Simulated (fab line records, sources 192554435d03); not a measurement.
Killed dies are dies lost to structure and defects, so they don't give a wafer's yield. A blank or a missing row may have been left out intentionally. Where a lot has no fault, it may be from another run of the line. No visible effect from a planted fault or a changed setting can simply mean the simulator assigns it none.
A lot that was struck, set against a sound lot    flow n5 finfet    39 out of 1938 route steps
Sound: wafers L902.3, L902.4, L902.6. The struck wafers were L909.1, L909.2, L909.3. At the end, the cause is stated.
At each step with rows: each side's tool, then ch and its chambers, then its first start. Under that, the readings that differ: sound wafers    struck wafers    difference of the means    sigmas: that difference in standard deviations of wafers without a fault.
alike: readings whose means differ by less than 2 such deviations, and words and numbers that are the same on both sides. not compared: withheld readings, readings that some wafer has no value for, bounds like >300 that may hide the same value, and numbers for which the record gives no deviation and whose values overlap.
Wherever a step has rows on one side only, a row that says differs or no value, or a row with sigmas, the two part there. Non-overlapping numbers with no deviation appear without sigmas and do not part them. Lack of a reading on every wafer of one side parts them only where that side has two or more wafers.

first, 9 steps without rows for these wafers: N5_BEOL_M4_ANNEAL_95 (time 240 s); N5_BEOL_M4_SPUTTER_96 (material Cu, target thk 4.5 nm, time 8.29 s); N5_BEOL_M4_ECD_50 (material Cu, target thk 300 nm); N5_BEOL_M4_ANNEAL_51 (time 90 s); N5_BEOL_M4_CMP_52 (polishes, stops on SiOC, t overpolish 6.8 s, target thk 40 nm); N5_BEOL_M4_PRE_CLEAN_60 (time 15 s); N5_BEOL_M4_CO_CAP_55 (material Co, precursor CCTBA/H2, target thk 2 nm, time 102.1 s); N5_BEOL_M4_PRE_CLEAN_56 (time 15 s); N5_BEOL_M4_DEP_57 (deposits SiCN from 3MS/NH3, target thk 8 nm, time 14 s).
N5_BEOL_M4_RC_MEAS_101:
  sound on prober-01 ch 0, day 10 00:25; struck on prober-01 ch 0, day 11 18:53
  alike: DIBL_N, DIBL_P, IOFF_N, IOFF_P, ION_N, ION_P, SS_N, SS_P, VT_N, VT_P
then, 24 steps without rows for these wafers: N5_BEOL_M5_ILD_DEP_00 (deposits SiCOH lowk from DEMS/porogen, target thk 140.64 nm, time 25.9 s); N5_BEOL_M5_CURE_79 (cures SiCOH lowk, time 240 s); N5_BEOL_M5_PECVD_70 (deposits SiO2 from TEOS/O2, target thk 16 nm, time 18 s); N5_BEOL_M5_HM_DEP_02 (deposits TiN, target thk 20 nm); N5_BEOL_M5_COAT_59 (time 60 s, resist thk 60 nm); N5_BEOL_M5_COAT_60 (time 60 s, resist thk 12 nm); N5_BEOL_M5_COAT_71 (time 60 s, resist thk 5 nm); N5_BEOL_M5_COAT_05 (resist thk 30 nm); N5_BEOL_M5_EBR_07; N5_BEOL_M5_SOFTBAKE_06 (time 60 s); N5_BEOL_M5_EXPOSE_08 (exposes mask M5, target cd 28 nm); N5_BEOL_M5_PEB_09 (peb time 60 s); N5_BEOL_M5_DEVELOP_10 (develop time 30 s); N5_BEOL_M5_DESCUM_16 (chemistry O2, time 7 s); N5_BEOL_M5_ETCH_72 (etches underlayer in N2/H2, target depth 6.5 nm, time 5.2 s); N5_BEOL_M5_ETCH_61 (etches SiARC in CF4, target depth 15.6 nm, time 26 s); N5_BEOL_M5_ETCH_62 (etches SOC in N2/H2, target depth 75 nm, overetch 15 nm, time 112.5 s); N5_BEOL_M5_STRIP_63 (strips in N2/H2); N5_BEOL_M5_STRIP_73 (strips in N2/H2); N5_BEOL_M5_STRIP_64 (strips in CF4); N5_BEOL_M5_HM_OPEN_17 (chemistry Cl2/BCl3, target TiN, target depth 20 nm, overetch 6 nm); N5_BEOL_M5_STRIP_19 (strips in O2); N5_BEOL_M5_COAT_65 (time 60 s, resist thk 60 nm); N5_BEOL_M5_COAT_66 (time 60 s, resist thk 12 nm).
-- the record jumps here: 4 days lie between the struck wafers' starts before and after (it left off in module BEOL_M5 and takes up again in module BEOL_M15, whose first step shown is number 1809 of the route) --
N5_BEOL_M15_TRENCH_ETCH_34: etches SiO2 in C4F8/O2/Ar, target depth 872.93 nm, time 199 s.
  sound on rie diel-02 ch 1,2,3, day 13 04:32; struck on rie diel-06 ch 0,2,3, day 15 14:40
reading                                     sound              struck             difference  sigmas
time s (s)                                  199 199 199        139.3 139.3 139.3  -59.7       
model.etch.depth nm (nm)                    852.2 877 849.9    607.9 603.4 633.8  -244.7      
model.coat_of_BEOL_M15_COAT_22.thk nm (nm)  548.4 547.8 550.4  597.8 601.2 588    +46.8       
  alike: drypump motor current A, oes_ar_750_au, oes product au, rf vpp V, showerhead plenum p Torr, throttle valve pct
  not compared: rf hours counter h
N5_BEOL_M15_CMP_49: polishes, stops on SiO2, t overpolish 4.9 s, target thk 850 nm.
  sound on cmp-02 ch 0,2,3, day 13 09:56; struck on cmp-03 ch 1,2,3, day 15 18:01
reading                                  sound            struck             difference  sigmas
model.Cu_of_BEOL_M15_ECD_47.thk nm (nm)  830.4 853 828.6  583.6 579.6 611.2  -245.9      
  alike: clearing platen down force psi, clearing platen rpm, motor current A
N5_BEOL_M15_THK_MEAS_50: measures by xrf.
  sound: film metro-01 at day 13 10:11; struck: film metro-02 at day 15 18:19
reading       sound        struck       difference  sigmas
M15_THK (nm)  821 846 823  581 576 611  -241        -12
N5_BEOL_M15_RS_MEAS_54: measures by four-point-probe.
  sound: film metro-01 at day 13 10:20; struck: film metro-01 at day 15 18:26
reading          sound                 struck                difference  sigmas
M15_RS (ohm/sq)  0.0220 0.0215 0.0221  0.0316 0.0318 0.0302  +0.0093     +18
N5_PASSIVATION_PROBE_49:
  sound: prober-01 at day 13 23:08; struck: prober-02 at day 16 08:23
reading                   sound           struck          difference  sigmas
defect limited yield (%)  91.1 92.2 91.8  84.2 84.2 87.9  -6.3        -4
killed at front end       33 42 37        114 120 82      +68         +5
killed dies               105 92 97       187 186 143     +74         +4
sort_bin_5_function (%)   5.6 4.5 4.2     10.5 9.6 6.9    +4.2        +4
sort n pass               1075 1088 1083  993 994 1037    -74         -4
  alike: killed_at_M0_to_M3, killed_at_M4_up, killed at contacts, killed at other, killed open, killed short, sort_bin_6_memory, sort_bin_8_speed

## WHERE THEY PART
Last at N5_PASSIVATION_PROBE_49 as far as this record goes, first at N5_BEOL_M15_THK_MEAS_50.

WHY: the cause the simulator had injected
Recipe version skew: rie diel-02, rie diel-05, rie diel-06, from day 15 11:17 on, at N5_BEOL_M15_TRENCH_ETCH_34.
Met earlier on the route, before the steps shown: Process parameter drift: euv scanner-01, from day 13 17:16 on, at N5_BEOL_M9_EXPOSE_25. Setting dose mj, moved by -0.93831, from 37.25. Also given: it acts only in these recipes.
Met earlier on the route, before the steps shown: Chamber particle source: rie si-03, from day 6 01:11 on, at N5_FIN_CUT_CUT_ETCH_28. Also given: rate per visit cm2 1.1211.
